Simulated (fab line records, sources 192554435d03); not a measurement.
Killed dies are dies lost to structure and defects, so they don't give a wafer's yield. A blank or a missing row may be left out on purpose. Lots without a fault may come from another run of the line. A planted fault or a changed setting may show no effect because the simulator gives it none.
fab line records | flow n5_finfet
record lots=8 wafers=23 last_day=18
route steps=1938 shown PMOS_HMC_CHANNEL_EPI@69 FIN_SAQP@114 BEOL_M4@1111 PASSIVATION@1936
lots that met no fault: from a run of the same line without faults
start_h: hours from the record's first day to the start of the lot's first wafer shown | wait_h: hours since the lot's step before | " the same as in the row above | L1.1+2: a row that stands for several wafers | - no value, or no start given | * or withheld: withheld | < > ~ a bound
route shown NAME@n: a module of which the file shows steps, and the number in the route of the first | usual: mean/standard deviation of fault-free wafers | same: alike in all rows | chamber/n: place in a boat | sites: the reading at each site | _std_site: their standard deviation | _edge_site: outer sites' mean less inner sites' | radius_mm: how far each site lies from the wafer's centre | mask NAME#n: copy n | behind: the tool/chamber that last shaped the wafer | hold: why the lot was held/for how many hours/how that ended | device: the transistor (n, p or np) that didn't switch | end of line: the same wafers' tests at the end of the route | a step without rows: its recipe alone | killed: dies lost to structure and defects at the first sort, not the wafer's yield | map: a wafer's dies, x killed, . not, _ none there
set.NAME: the setting as run; set.NAME@STEP: as run at that earlier step | model.NAME: the simulator's own value behind a step, which no gauge read
steps of the route over a sample of lots; a table a step, a row a wafer
services: from which hour (start_h, from the record's first day; less than 0 if before it) a tool's chamber was out of use, for how many hours, and why
## steps
# step N5_PMOS_HMC_CHANNEL_EPI_ETCH_32
# recipe chemistry=N2/H2 target=BARC stop_on=SiO2 target_depth_a=858 over_etch_frac=0.3 time_s=50.3 ion_energy_ev=200 mask_material=CAR-ArF-block pressure_mtorr=30 source_w=840 bias_w=150 n2_flow_sccm=200 h2_flow_sccm=200
# usual bias_w=150.0/0.46 chamber_pressure_mTorr=30.00/0.032 drypump_motor_current_A=5.6/0.42 oes_product_au=0.68/0.078 rf_vpp_V=523.2/1.6 showerhead_plenum_p_Torr=2.52/0.062 throttle_valve_pct=17.96/0.27
# columns lot.wafer tool chamber start_h wait_h bias_w chamber_pressure_mTorr drypump_motor_current_A oes_product_au rf_hours_counter_h rf_vpp_V showerhead_plenum_p_Torr throttle_valve_pct
L865.1 rie_diel-06 1 23.11 0.0 149.9 29.99 5.7 0.67 129 523.8 2.55 18.00
L865.3 " 3 " " 149.2 29.95 6.2 0.58 249 524.6 2.61 18.10
L865.5 " 2 " " 150.1 29.92 6.1 0.63 - 524.3 2.52 17.87
L866.1 rie_diel-03 0 29.37 0.0 150.3 30.00 5.1 0.65 150 525.4 2.56 18.02
L866.4 " 1 " " 149.4 30.00 5.4 0.61 231 517.4 2.39 18.18
L866.6 " 1 " " 149.9 30.00 5.4 0.61 - 520.5 2.39 18.20
L880.1 rie_diel-03 2 113.00 0.0 - - - - - - - -
L880.3 " 0 " " - - - - - - - -
L880.6 " 0 " " - - - - - - - -
L881.1 rie_diel-06 3 119.61 0.0 - - - - - - - -
L881.2 " 2 " " - - - - - - - -
L881.4 " 1 " " - - - - - - - -
L882.1 rie_diel-06 0 125.47 0.0 - - - - - - - -
L882.2 " 1 " " - - - - - - - -
L882.3 " 2 " " - - - - - - - -
L884.3 rie_diel-06 1 138.18 0.0 150.5 30.00 5.7 0.64 160 524.8 2.54 18.07
L884.4 " 2 " " 149.4 30.02 6.1 0.61 - 524.2 2.51 17.92
L884.6 " 0 " " 150.7 29.99 5.2 0.73 - 523.1 2.46 17.54
L886.3 rie_diel-04 3 150.33 0.0 149.9 29.99 5.2 0.76 33 521.4 2.49 17.84
L886.5 " 0 " " 150.1 29.97 5.9 0.62 - 524.7 2.55 18.28
L886.6 " 3 " " 149.8 30.03 5.1 0.75 - 521.8 2.49 17.83
L887.2 rie_diel-06 3 155.82 0.0 149.2 30.21 6.2 0.77 27 523.9 2.60 17.81
L887.5 " 3 " " 149.4 29.99 6.2 0.76 - 525.1 2.60 17.81
# step N5_PMOS_HMC_CHANNEL_EPI_HM_OPEN_15
# recipe chemistry=CHF3/O2 target=SiO2 mask_material=CAR-ArF-block target_depth_a=406 CHF3_flow_sccm=50 O2_flow_sccm=5 Ar_flow_sccm=200 time_s=20.3 pressure_mtorr=30 source_w=650 bias_w=170 ion_energy_ev=200
# usual drypump_motor_current_A=5.6/0.42 oes_product_au=0.79/0.094 rf_vpp_V=528/21 showerhead_plenum_p_Torr=2.39/0.054 throttle_valve_pct=18.93/0.2
# columns lot.wafer tool chamber start_h wait_h drypump_motor_current_A oes_product_au rf_hours_counter_h rf_vpp_V showerhead_plenum_p_Torr throttle_valve_pct
L865.1 rie_diel-06 1 23.15 0.0 5.7 0.78 129 564 2.39 18.93
L865.3 " 3 " " 6.2 0.66 249 533 2.48 19.07
L865.5 " 2 " " 6.1 0.72 - 515 2.39 18.96
L866.1 rie_diel-03 0 29.41 0.0 5.1 0.75 150 564 2.43 19.02
L866.4 " 1 " " 5.4 0.71 232 557 2.29 19.29
L866.6 " 1 " " 5.4 0.71 - 557 2.29 19.30
L880.1 rie_diel-03 2 113.04 0.0 5.3 0.25 235 530 2.38 18.80
L880.3 " 0 " " 5.1 0.28 176 563 2.42 18.95
L880.6 " 0 " " 5.1 0.28 - 564 2.42 18.95
L881.1 rie_diel-06 3 119.66 0.0 6.2 0.33 21 533 2.47 18.67
L881.2 " 2 " " 6.1 0.27 200 515 2.38 18.87
L881.4 " 1 " " 5.7 0.29 153 564 2.39 18.83
L882.1 rie_diel-06 0 125.52 0.0 5.2 0.32 53 520 2.34 18.51
L882.2 " 1 " " 5.7 0.28 155 562 2.38 18.85
L882.3 " 2 " " 6.0 0.26 202 516 2.38 18.90
L884.3 rie_diel-06 1 138.23 0.0 5.7 0.76 160 562 2.38 18.97
L884.4 " 2 " " 6.0 0.70 - 515 2.37 19.00
L884.6 " 0 " " 5.2 0.82 - 520 2.33 18.62
L886.3 rie_diel-04 3 150.37 0.0 5.2 0.87 33 508 2.35 18.76
L886.5 " 0 " " 5.9 0.73 - 507 2.38 19.06
L886.6 " 3 " " 5.1 0.87 - 509 2.35 18.75
L887.2 rie_diel-06 3 155.86 0.0 6.3 0.90 27 533 2.47 18.81
L887.5 " 3 " " 6.2 0.90 - 534 2.47 18.79
# step N5_FIN_SAQP_DESCUM_21
# recipe chemistry=O2 time_s=7.9 source_power_w=50 bias_power_w=20 pressure_mtorr=20 rf_frequency_hz=2.712e+07 temp_c=40 resist=CAR-ArF o2_flow_sccm=225
# usual drypump_motor_current_A=5.8/0.47 oes_product_au=0.76/0.065 rf_vpp_V=243.3/1.3 showerhead_plenum_p_Torr=2.10/0.074 throttle_valve_pct=20.57/0.28
# columns lot.wafer tool chamber start_h wait_h drypump_motor_current_A oes_product_au rf_hours_counter_h rf_vpp_V showerhead_plenum_p_Torr throttle_valve_pct
L865.1 rie_diel-05 2 28.30 0.0 5.9 0.75 153 242.7 2.09 20.34
L865.3 " 0 " " 6.4 0.81 112 242.2 2.03 20.42
L865.5 " 0 " " 6.3 0.81 - 242.8 2.03 20.41
L866.1 rie_diel-05 0 33.65 0.0 6.4 0.80 114 241.3 2.03 20.42
L866.4 " 2 " " 5.9 0.75 154 243.5 2.09 20.35
L866.6 " 0 " " 6.4 0.81 - 242.0 2.03 20.43
L884.3 rie_diel-01 3 143.03 0.4 5.7 0.77 159 244.2 2.08 20.42
L884.4 " 0 " " 6.3 0.68 - 241.3 1.99 20.88
L884.6 " 2 " " 5.7 0.76 - 245.6 2.21 21.06
L886.3 rie_diel-01 3 154.38 0.0 5.7 0.75 163 244.6 2.08 20.43
L886.5 " 0 " " 6.3 0.67 - 240.3 1.98 20.90
L886.6 " 3 " " 5.7 0.75 - 243.6 2.08 20.42
L887.2 rie_diel-01 3 160.24 0.0 5.7 0.76 165 242.9 2.08 20.43
L887.5 " 0 " " 6.3 0.67 - 241.7 1.98 20.88
# step N5_FIN_SAQP_ETCH_51
# recipe chemistry=CF4 target=SiARC target_depth_a=455 mask_material=CAR-ArF time_s=75.8 ion_energy_ev=80 pressure_mtorr=40 source_w=545 bias_w=36 Ar_flow_sccm=100 cf4_flow_sccm=100 ends=cleared
# usual bias_w=36.01/0.1 cf4_flow_sccm=100.0/0.34 drypump_motor_current_A=5.8/0.48 etch_rf_on_time_s=76.0/2.2 oes_product_au=0.65/0.053 rf_vpp_V=184.1/1.2 showerhead_plenum_p_Torr=2.14/0.063 throttle_valve_pct=15.71/0.21
# columns lot.wafer tool chamber start_h wait_h bias_w cf4_flow_sccm drypump_motor_current_A etch_rf_on_time_s oes_product_au rf_hours_counter_h rf_vpp_V showerhead_plenum_p_Torr throttle_valve_pct
L865.1 rie_diel-05 2 28.34 0.0 36.09 99.7 5.9 73.0 0.65 153 185.8 2.13 15.57
L865.3 " 0 " " 35.79 99.7 6.3 78.8 0.68 112 184.3 2.10 15.72
L865.5 " 0 " " 35.92 99.2 6.4 78.0 0.68 - 182.7 2.10 15.73
L866.1 rie_diel-05 0 33.68 0.0 36.10 99.7 6.3 80.2 0.67 114 183.4 2.10 15.73
L866.4 " 2 " " 36.02 99.7 5.9 74.5 0.65 155 184.3 2.13 15.59
L866.6 " 0 " " 36.00 101.2 6.4 79.6 0.67 - 182.6 2.10 15.72
L884.3 rie_diel-01 3 143.07 0.0 36.19 100.8 5.8 76.0 0.65 159 182.9 2.13 15.56
L884.4 " 0 " " 36.07 99.9 6.3 74.6 0.60 - 182.0 2.04 16.07
L884.6 " 2 " " 35.98 99.6 5.7 76.0 0.66 - 186.5 2.22 15.93
L886.3 rie_diel-01 3 154.41 0.0 35.91 99.8 5.7 74.4 0.66 163 184.1 2.12 15.57
L886.5 " 0 " " 35.94 99.5 6.3 74.7 0.60 - 181.5 2.04 16.05
L886.6 " 3 " " 35.97 99.8 5.8 74.8 0.65 - 184.3 2.12 15.59
L887.2 rie_diel-01 3 160.28 0.0 35.86 100.3 5.8 75.7 0.65 166 184.1 2.12 15.57
L887.5 " 0 " " 36.00 100.1 6.3 75.5 0.59 - 182.2 2.04 16.06
# step N5_FIN_SAQP_MANDREL_ETCH_58
# recipe chemistry=HBr/Cl2 target=a-Si target_depth_a=450 bt_time_s=10 stop_on=SiNx mask_material=SiO2 over_etch_frac=0.8 time_s=27 pressure_mtorr=10 icp_w=800 bias_w=75 HBr_flow_sccm=150 Cl2_flow_sccm=80 ends=end_point
# usual HBr_flow_sccm=150.0/0.42 bias_w=74.98/0.22 drypump_motor_current_A=5.5/0.55 he_backside_leak_sccm=2.64/0.25 mfc_cl2_sccm=79.99/0.25 oes_product_au=0.699/0.009 throttle_valve_pct=35.58/0.27
# columns lot.wafer tool chamber start_h wait_h HBr_flow_sccm bias_w drypump_motor_current_A he_backside_leak_sccm mfc_cl2_sccm oes_product_au rf_hours_counter_h throttle_valve_pct
L865.1 rie_si-06 3 30.72 0.0 150.7 74.82 4.9 2.37 79.80 0.681 5 35.56
L865.3 " 0 " " 150.2 74.75 6.5 2.77 80.13 0.693 170 35.55
L865.5 " 3 " " 149.7 74.91 4.9 2.40 79.96 0.680 - 35.56
L866.1 rie_si-01 0 36.47 0.0 150.1 74.78 5.9 2.85 79.75 0.693 81 35.32
L866.4 " 1 " " 149.9 74.74 5.7 2.88 79.78 0.711 122 35.58
L866.6 " 0 " " 150.0 74.96 5.9 2.81 79.42 0.692 - 35.34
L884.3 rie_si-06 3 145.37 0.0 150.5 74.65 5.0 2.28 79.82 0.684 8 35.54
L884.4 " 1 " " 150.0 74.92 6.0 2.52 79.78 0.711 128 35.30
L884.6 " 0 " " 150.9 74.83 6.5 2.95 80.47 0.691 - 35.54
L886.3 rie_si-05 3 156.70 0.0 149.6 75.16 5.5 2.51 80.08 0.698 79 35.14
L886.5 " 1 " " 150.0 74.98 5.4 2.72 80.53 0.706 - 35.92
L886.6 " 0 " " 149.7 74.49 4.9 2.79 80.41 0.710 - 36.00
L887.2 rie_si-06 2 162.76 0.0 150.6 74.83 5.0 2.42 79.79 0.702 2 35.65
L887.5 " 2 " " 150.8 74.82 5.0 2.52 80.37 0.704 - 35.65
# step N5_BEOL_M4_RC_MEAS_101
# usual DIBL_N=36.0/2.5 DIBL_P=36.2/3 IOFF_N=0.16/0.044 IOFF_P=0.21/0.049 ION_N=671/15 ION_P=461/8.7 SS_N=71.5/0.72 SS_P=73.4/0.9 VT_N=251/4.4 VT_P=-250/4
# columns lot.wafer tool chamber start_h wait_h DIBL_N[mV/V] DIBL_P[mV/V] IOFF_N[nA/um] IOFF_P[nA/um] ION_N[uA/um] ION_P[uA/um] SS_N[mV/dec] SS_P[mV/dec] VT_N[mV] VT_P[mV]
L865.1 prober-02 0 189.25 0.6 34.6 36.4 0.13 0.19 652 449 71.9 73.2 254 -252
L865.3 " 0 " " 33.6 35.3 0.13 0.17 660 452 71.7 73.2 253 -253
L865.5 " 0 " " 33.5 35.5 0.13 0.18 652 447 72.0 73.0 254 -255
L866.1 prober-01 0 189.85 0.8 39.1 39.3 0.23 0.27 683 463 73.2 74.2 247 -246
L866.4 " 0 " " 36.2 36.5 0.17 0.23 688 468 71.3 73.4 248 -248
L866.6 " 0 " " 35.8 34.4 0.16 0.20 659 451 71.9 73.2 249 -248
L884.3 prober-02 0 306.95 0.3 36.2 37.6 0.16 0.25 674 477 71.6 73.7 250 -247
L884.4 " 0 " " 33.7 33.4 0.11 0.17 657 453 71.6 72.2 256 -254
L884.6 " 0 " " 39.4 39.8 0.22 0.28 694 471 73.2 73.9 243 -246
L886.3 prober-01 0 308.65 0.3 40.1 40.6 0.25 0.31 689 470 73.0 74.3 245 -242
L886.5 " 0 " " 36.2 35.1 0.13 0.19 651 453 71.1 73.0 255 -252
L886.6 " 0 " " 37.9 37.6 0.19 0.25 675 463 71.8 73.6 246 -246
L887.2 prober-02 0 318.85 0.2 37.1 38.2 0.17 0.21 685 470 71.1 74.5 253 -253
L887.5 " 0 " " 34.0 34.5 0.12 0.16 675 460 70.8 73.5 252 -258
# step N5_PASSIVATION_PROBE_49
# usual defect_limited_yield=91.7/1.4 killed_at_M0_to_M3=31/11 killed_at_M4_up=13/4.6 killed_at_contacts=13/6.7 killed_at_front_end=39/9.6 killed_at_other=3.5/2.8 killed_dies=98/16 killed_on_rim=13/4.2 killed_open=64/11 killed_short=33/8.5 sort_bin_5_function=4.9/0.96 sort_bin_6_memory=3.1/0.59 sort_bin_8_speed=0.2/1.3 sort_n_pass=1080/23 sort_yield_pct=91.5/1.9
# same gross_dies=1180 killed_at_back_side=0 sort_bin_4_leakage[%]=0
# columns lot.wafer tool chamber start_h wait_h defect_limited_yield[%] killed_at_M0_to_M3 killed_at_M4_up killed_at_contacts killed_at_front_end killed_at_other killed_dies killed_on_rim killed_open killed_short sort_bin_5_function[%] sort_bin_6_memory[%] sort_bin_8_speed[%] sort_n_pass sort_yield_pct[%]
L880.1 prober-02 - 377.50 0.0 0 54 4 8 1113 1 1180 152 64 43 95.8 3.6 0 0 0
L880.3 prober-02 - 377.60 0.1 0 30 5 3 1132 10 1180 152 62 31 97.0 2.6 0 0 0
L880.6 prober-02 - 377.75 0.3 0 42 5 13 1117 3 1180 152 69 28 96.9 2.7 0 0 0
L882.1 prober-02 - 387.91 0.0 0 42 10 10 1111 7 1180 152 73 32 96.1 3.6 0 0 0
L882.2 prober-02 - 387.96 0.1 0 33 6 16 1115 10 1180 152 78 25 96.7 3.1 0 0 0
L882.3 prober-02 - 388.01 0.1 0 70 16 15 1071 8 1180 152 109 41 95.6 4.2 0 0 0
L881.1 prober-01 - 409.27 0.0 0 36 15 10 1118 1 1180 152 86 37 95.9 3.8 0 0 0
L881.2 prober-01 - 409.32 0.1 0 34 9 10 1119 8 1180 152 76 36 95.2 4.6 0 0 0
L881.4 prober-01 - 409.42 0.2 0 56 13 17 1092 2 1180 152 102 49 94.4 5.2 0 0 0
# killed by level:class
L880.1 PMOS_HMC_CHANNEL_EPI:area_etch=1073 BEOL_M0_SAQP:geometric_particle:short=17 BEOL_M1:geometric_particle:open=10 FIN_SAQP:geometric_particle:open=9 BEOL_M2:geometric_particle:open=9 BEOL_M0_SAQP:geometric_particle:open=9 MOL_CONTACT_COAG:geometric_particle:open=8 GATE_CUT:geometric_particle:short=6
L880.3 PMOS_HMC_CHANNEL_EPI:area_etch=1087 GATE_CUT:geometric_particle:short=10 FIN_SAQP:geometric_particle:open=9 STI_FIN_REVEAL:geometric_particle:open=7 BEOL_M0_SAQP:geometric_particle:short=7 BEOL_M3:geometric_particle:open=6 DUMMY_GATE:geometric_particle:open=5 GATE_CUT:geometric_particle:open=5
L880.6 PMOS_HMC_CHANNEL_EPI:area_etch=1083 BEOL_M0_SAQP:geometric_particle:open=15 MOL_CONTACT_COAG:geometric_particle:open=12 BEOL_M0_SAQP:geometric_particle:short=12 FIN_SAQP:geometric_particle:open=9 STI_FIN_REVEAL:geometric_particle:open=7 DUMMY_GATE:geometric_particle:open=5 BEOL_M1:geometric_particle:open=5
L882.1 PMOS_HMC_CHANNEL_EPI:area_etch=1075 BEOL_M1:geometric_particle:open=12 FIN_SAQP:geometric_particle:open=11 BEOL_M0_SAQP:geometric_particle:short=10 MOL_CONTACT_COAG:geometric_particle:open=9 STI_FIN_REVEAL:geometric_particle:open=8 BEOL_M1:geometric_particle:short=6 BEOL_M0_SAQP:geometric_particle:open=4
L882.2 PMOS_HMC_CHANNEL_EPI:area_etch=1077 MOL_CONTACT_COAG:geometric_particle:open=15 FIN_SAQP:geometric_particle:open=10 BEOL_M1:geometric_particle:open=10 STI_FIN_REVEAL:geometric_particle:open=7 BEOL_M0_SAQP:geometric_particle:open=7 BEOL_M0_SAQP:geometric_particle:short=7 STARTING-WAFER:geometric_particle:open=6
L882.3 PMOS_HMC_CHANNEL_EPI:area_etch=1029 BEOL_M1:geometric_particle:open=26 FIN_SAQP:geometric_particle:open=13 STI_FIN_REVEAL:geometric_particle:open=13 MOL_CONTACT_COAG:geometric_particle:open=13 BEOL_M0_SAQP:geometric_particle:short=12 BEOL_M0_SAQP:geometric_particle:open=11 BEOL_M3:geometric_particle:open=10
L881.1 PMOS_HMC_CHANNEL_EPI:area_etch=1057 FIN_SAQP:geometric_particle:open=16 STI_FIN_REVEAL:geometric_particle:open=13 MOL_CONTACT_COAG:geometric_particle:open=8 FIN_SAQP:geometric_particle:short=7 BEOL_M1:geometric_particle:open=7 BEOL_M3:geometric_particle:open=7 BEOL_M0_SAQP:geometric_particle:short=6
L881.2 PMOS_HMC_CHANNEL_EPI:area_etch=1067 FIN_SAQP:geometric_particle:open=27 FIN_SAQP:geometric_particle:short=14 BEOL_M0_SAQP:geometric_particle:open=9 MOL_CONTACT_COAG:geometric_particle:open=8 BEOL_M0_SAQP:geometric_particle:short=8 BEOL_M3:geometric_particle:open=7 DUMMY_GATE:geometric_particle:open=3
L881.4 PMOS_HMC_CHANNEL_EPI:area_etch=1028 FIN_SAQP:geometric_particle:open=25 BEOL_M0_SAQP:geometric_particle:short=15 BEOL_M0_SAQP:geometric_particle:open=15 MOL_CONTACT_COAG:geometric_particle:open=14 FIN_SAQP:geometric_particle:short=11 DUMMY_GATE:geometric_particle:open=8 BEOL_M3:geometric_particle:open=8
## services
# columns tool chamber start_h hours kind
rie_si-05 0 5.46 6.9 repair
rie_diel-04 - 7.01 0.3 repair
rie_diel-05 2 11.21 2.5 repair
rie_diel-03 3 11.39 - clean
rie_diel-03 3 11.39 - consumable_replace:focus_ring
rie_diel-03 3 11.39 13.9 scheduled_down
rie_diel-03 3 11.39 13.9 vent_cycle
rie_diel-06 3 26.09 - clean
rie_diel-06 3 26.09 - consumable_replace:focus_ring
rie_diel-06 3 26.09 14.9 scheduled_down
rie_diel-06 3 26.09 14.9 vent_cycle
rie_si-06 0 37.78 3.2 repair
rie_si-01 1 48.21 6.2 repair
rie_diel-01 3 70.89 5.6 repair
rie_si-05 0 81.21 1.4 repair
rie_diel-06 - 86.87 0.4 repair
rie_diel-03 1 94.69 - clean
rie_si-05 1 130.68 2.4 repair
rie_diel-05 3 132.65 7.5 repair
rie_diel-06 3 133.56 10.2 repair
rie_diel-01 1 135.00 12.9 repair
rie_si-05 2 143.00 9.1 repair
rie_diel-03 1 146.18 2.5 repair
rie_diel-03 - 159.37 0.7 repair
## key
first_sign step=N5_PMOS_HMC_CHANNEL_EPI_ETCH_32 reading=tool_record direction=missing
effect step=N5_PMOS_HMC_CHANNEL_EPI_HM_OPEN_15 reading=oes_product_au direction=down sigmas=5.4 usual=0.79 struck=0.29
effect step=N5_PASSIVATION_PROBE_49 reading=killed_at_front_end direction=up sigmas=99+ usual=39 struck=1110
more_kills_born_at N5_PMOS_HMC_CHANNEL_EPI_ETCH_32@rie_diel-06=6333 N5_PMOS_HMC_CHANNEL_EPI_ETCH_32@rie_diel-03=3243
met_at N5_PMOS_HMC_CHANNEL_EPI_ETCH_32
struck_lots L880,L881,L882
later_rows_left_out L880.1,L880.3,L880.6,L881.1,L881.2,L881.4,L882.1,L882.2,L882.3
not_acting_at N5_FIN_SAQP_DESCUM_21,N5_FIN_SAQP_ETCH_51,N5_FIN_SAQP_MANDREL_ETCH_58
onset_between 29.37 113.00
fault kind=skipped_step_whole tool=rie_diel-03,rie_diel-06 chamber=- onset_h=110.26 steps=N5_PMOS_HMC_CHANNEL_EPI_ETCH_32 scope=struck_lots_only
# later_rows_left_out: the simulator's readings of these wafers behind a module that went badly wrong aren't trusted and aren't shown, but for the sort
